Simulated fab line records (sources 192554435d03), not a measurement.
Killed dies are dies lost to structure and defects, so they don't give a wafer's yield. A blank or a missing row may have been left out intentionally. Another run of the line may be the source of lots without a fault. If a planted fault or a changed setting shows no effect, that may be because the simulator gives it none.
Chamber matching :: flow n5-finfet :: N5_BEOL_M10_PECVD_70 on pecvd-03 has 3 sister chambers
The step deposits SiO2 from TEOS/O2, target thk 20 nm, time 22.7 s. 6 wafers are shown with their chamber, then 7 later ones without.

WAFERS PAIRED WITH THEIR CHAMBERS
wafer: L224.4
chamber: 0
throttle-valve-pct (%): 21.7
showerhead-plenum-p-Torr (Torr): 8.79

wafer: L224.5
chamber: 2
throttle-valve-pct (%): 21.0
showerhead-plenum-p-Torr (Torr): 8.74

wafer: L221.1
chamber: 0
throttle-valve-pct (%): 21.1
showerhead-plenum-p-Torr (Torr): 8.81

wafer: L221.5
chamber: 1
throttle-valve-pct (%): 25.7
showerhead-plenum-p-Torr (Torr): 8.81

wafer: L226.1
chamber: 1
throttle-valve-pct (%): 25.8
showerhead-plenum-p-Torr (Torr): 8.84

wafer: L226.2
chamber: 2
throttle-valve-pct (%): 20.8
showerhead-plenum-p-Torr (Torr): 8.75

WAFERS WITH NO CHAMBER GIVEN
wafer: L226.5
throttle-valve-pct (%): 25.8
showerhead-plenum-p-Torr (Torr): 8.83

wafer: L228.1
throttle-valve-pct (%): 21.1
showerhead-plenum-p-Torr (Torr): 8.77

wafer: L228.4
throttle-valve-pct (%): 25.9
showerhead-plenum-p-Torr (Torr): 8.82

wafer: L228.5
throttle-valve-pct (%): 21.3
showerhead-plenum-p-Torr (Torr): 8.78

wafer: L231.3
throttle-valve-pct (%): 25.8
showerhead-plenum-p-Torr (Torr): 8.84

wafer: L231.5
throttle-valve-pct (%): 21.0
showerhead-plenum-p-Torr (Torr): 8.76

wafer: L231.6
throttle-valve-pct (%): 25.6
showerhead-plenum-p-Torr (Torr): 8.82

CHAMBER TAKEN BY EACH
wafer: L226.5
from the rows above: 1
in truth: 1

wafer: L228.1
from the rows above: can't be placed: 2 or 0
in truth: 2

wafer: L228.4
from the rows above: 1
in truth: 1

wafer: L228.5
from the rows above: can't be placed: 0 or 2
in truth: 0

wafer: L231.3
from the rows above: 1
in truth: 1

wafer: L231.5
from the rows above: can't be placed: 2 or 0
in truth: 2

wafer: L231.6
from the rows above: 1
in truth: 1
Placed correctly: 4 of 7. Cannot be placed on the basis of these rows: 3; the candidates contain the true chamber in 3. Number placed wrongly: 0.
How it was worked out, from the rows above alone: a wafer's distance from a chamber is the root of the sum, over the readings, of the square of ((its reading less the chamber's mean) divided by the reading's scatter). The wafer belongs to the nearest chamber; if the next one is less than 2 further off, it can't be placed. Each chamber's mean is taken over the wafers shown for it. The scatter is the square root of a quotient: the sum, over the shown wafers, of each reading's squared deviation from its chamber's mean, divided by wafers minus chambers.
